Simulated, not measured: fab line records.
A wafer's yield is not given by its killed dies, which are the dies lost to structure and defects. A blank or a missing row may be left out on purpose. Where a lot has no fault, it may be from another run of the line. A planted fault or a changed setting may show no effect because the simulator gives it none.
Split-lot study | flow n5Finfet | on a route of 1938 steps: 7 lots, 39 wafers read

== THE SPLIT ITSELF ==
At N5_MOL_CONTACT_COAG_ALD_133 (deposits SiO2, target thk 5 nm, pulse time 1 s, co reactant pulse time 1 s), the setting aldCycles was moved away from the recipe's 35 on 9 of the 39 wafers read, by -57.1% to -34.3%. The other wafers ran this setting at the recipe's value.

The reading is taken at the split's own step.

== THE READING ==
SiO2_of_MOL_CONTACT_COAG_ALD_133.thkNm (the simulator's own value, which no gauge read), in nm, at N5_MOL_CONTACT_COAG_ALD_133 (deposits SiO2, target thk 5 nm, pulse time 1 s, co reactant pulse time 1 s). The file does not state a usual value for it.

wafer  | tool, chamber at the split | aldCycles as run | against the recipe | SiO2_of_MOL_CONTACT_COAG_ALD_133.thkNm, nm | against lot-mates on the recipe
L074.1 | aldSin-01, 3,2,0,0,2,3     | 35               | recipe             | 5                                          | -
L074.2 | aldSin-01, 3,2,0,0,2,3     | 35               | recipe             | 5                                          | -
L074.3 | aldSin-01, 3,2,0,0,2,3     | 35               | recipe             | 5                                          | -
L074.4 | aldSin-01, 3,2,0,0,2,3     | 35               | recipe             | 5                                          | -
L074.5 | aldSin-01, 3,2,0,0,2,3     | 35               | recipe             | 5                                          | -
L074.6 | aldSin-01, 3,2,0,0,2,3     | 35               | recipe             | 5                                          | -
L075.2 | aldSin-01, 3,1,0           | 35               | recipe             | 5                                          | -
L075.4 | aldSin-01, 3,1,0           | 35               | recipe             | 5                                          | -
L075.6 | aldSin-01, 3,1,0           | 35               | recipe             | 5                                          | -
L083.1 | aldSin-04, 2,0,3,1,2,1     | 35               | recipe             | 5                                          | -
L083.2 | aldSin-04, 2,0,3,1,2,1     | 35               | recipe             | 5                                          | -
L083.3 | aldSin-04, 2,0,3,1,2,1     | 35               | recipe             | 5                                          | -
L083.4 | aldSin-04, 2,0,3,1,2,1     | 35               | recipe             | 5                                          | -
L083.5 | aldSin-04, 2,0,3,1,2,1     | 35               | recipe             | 5                                          | -
L083.6 | aldSin-04, 2,0,3,1,2,1     | 35               | recipe             | 5                                          | -
L085.1 | aldSin-04, 2,1,2           | 15               | -57.1%             | 2.2                                        | -2.8
L085.3 | aldSin-04, 2,1,2           | 15               | -57.1%             | 2.2                                        | -2.8
L085.4 | aldSin-04, 2,1,2           | 15               | -57.1%             | 2.2                                        | -2.8
L085.2 | aldSin-04, 3,3,1           | 35               | recipe             | 5                                          | -
L085.5 | aldSin-04, 3,3,1           | 35               | recipe             | 5                                          | -
L085.6 | aldSin-04, 3,3,1           | 35               | recipe             | 5                                          | -
L086.1 | aldSin-04, 3,1,2,3,2,1     | 35               | recipe             | 5                                          | -
L086.2 | aldSin-04, 3,1,2,3,2,1     | 35               | recipe             | 5                                          | -
L086.3 | aldSin-04, 3,1,2,3,2,1     | 35               | recipe             | 5                                          | -
L086.4 | aldSin-04, 3,1,2,3,2,1     | 35               | recipe             | 5                                          | -
L086.5 | aldSin-04, 3,1,2,3,2,1     | 35               | recipe             | 5                                          | -
L086.6 | aldSin-04, 3,1,2,3,2,1     | 35               | recipe             | 5                                          | -
L089.1 | aldSin-01, 0,2,0           | 35               | recipe             | 5                                          | -
L089.3 | aldSin-01, 0,2,0           | 35               | recipe             | 5                                          | -
L089.5 | aldSin-01, 0,2,0           | 35               | recipe             | 5                                          | -
L089.2 | aldSin-01, 3,1,3           | 16               | -54.3%             | 2.2                                        | -2.8
L089.4 | aldSin-01, 3,1,3           | 16               | -54.3%             | 2.2                                        | -2.8
L089.6 | aldSin-01, 3,1,3           | 16               | -54.3%             | 2.2                                        | -2.8
L090.1 | aldSin-01, 0,1,2           | 35               | recipe             | 5                                          | -
L090.5 | aldSin-01, 0,1,2           | 35               | recipe             | 5                                          | -
L090.6 | aldSin-01, 0,1,2           | 35               | recipe             | 5                                          | -
L090.2 | aldSin-01, 1,3             | 23               | -34.3%             | 3.2                                        | -1.8
L090.4 | aldSin-01, 1,3             | 23               | -34.3%             | 3.2                                        | -1.8
L090.3 | aldSin-01, 2               | 23               | -34.3%             | 3.4                                        | -1.6
Where a row lists several chambers, the file gives one row for several wafers and doesn't say which wafer went through which chamber.

THE FIT
A straight line over all 39 wafers: SiO2_of_MOL_CONTACT_COAG_ALD_133.thkNm changes by +0.0503 nm for each +1% of aldCycles; r = +1.00; the points scatter about the line by 0.04 nm.
The same after taking each lot's own level away (the mean of its wafers on the recipe; 39 wafers): +0.0503 nm for each +1%; r = +1.00; scatter 0.04 nm.
On that fit, the largest move of aldCycles shifts the reading by 2.9 nm.
The lots' own levels span 5.00 to 5.00 nm.
The two slopes agree, so the slope changes little with the lot-to-lot level.
Check: with one of the wafers moved furthest among these (-57.1%) left out of the fit, the line predicts -2.89 nm for it against its lot-mates. Against them it came out at -2.8 nm.

== FILE'S OWN FIT ==
SiO2_of_MOL_CONTACT_COAG_ALD_133.thkNm changes by +0.0503 nm for each +1% of aldCycles, r = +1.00.
